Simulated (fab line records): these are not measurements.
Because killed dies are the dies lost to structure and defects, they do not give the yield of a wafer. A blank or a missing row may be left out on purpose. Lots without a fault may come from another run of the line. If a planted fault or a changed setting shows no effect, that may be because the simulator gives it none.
Matching of chambers + flow nand-harc + NHARC_A_STAIRCASE_DESCUM_291 on rie-diel-04 has 4 sister chambers
The step chemistry O2, time 3 s. 7 wafers are shown with their chamber, then 8 later ones without.

## WAFERS WITH THEIR CHAMBER
| wafer  | chamber | drypump-motor-current-A (A) | showerhead-plenum-p-Torr (Torr) |
|--------|---------|-----------------------------|---------------------------------|
| L083.5 | 0       | 5.7                         | 1.85                            |
| L085.4 | 2       | 5.6                         | 1.88                            |
| L085.6 | 1       | 4.8                         | 2.05                            |
| L086.1 | 2       | 5.6                         | 1.88                            |
| L086.2 | 0       | 5.7                         | 1.85                            |
| L086.4 | 3       | 5.9                         | 2.06                            |
| L087.1 | 1       | 4.9                         | 2.04                            |

## WAFERS MISSING THEIR CHAMBER
| wafer  | drypump-motor-current-A (A) | showerhead-plenum-p-Torr (Torr) |
|--------|-----------------------------|---------------------------------|
| L087.5 | 5.7                         | 1.84                            |
| L087.6 | 4.8                         | 2.04                            |
| L091.1 | 4.8                         | 2.04                            |
| L091.2 | 5.7                         | 1.84                            |
| L091.4 | 5.5                         | 1.87                            |
| L095.1 | 4.8                         | 2.03                            |
| L095.2 | 5.6                         | 1.87                            |
| L095.3 | 5.9                         | 2.05                            |

## WHICH CHAMBER EACH ONE RAN IN
| wafer  | from the rows above | in truth |
|--------|---------------------|----------|
| L087.5 | 0                   | 0        |
| L087.6 | 1                   | 1        |
| L091.1 | 1                   | 1        |
| L091.2 | 0                   | 0        |
| L091.4 | 2                   | 2        |
| L095.1 | 1                   | 1        |
| L095.2 | 2                   | 2        |
| L095.3 | 3                   | 3        |
8 of 8 placed correctly. Not placeable from these rows: 0. 0 placed wrongly.
How it was worked out, from the rows above alone: a wafer's distance from a chamber is the root of the sum, over the readings, of the square of ((its reading less the chamber's mean) divided by the reading's scatter). If the next closest chamber is less than 2 further off than the closest, the wafer can't be placed; otherwise it belongs to the closest. For every chamber, the mean is computed from those of its wafers that are shown. The scatter: take each reading less its chamber's mean, square it, sum over the shown wafers, divide by the number of wafers less the number of chambers, and take the root.
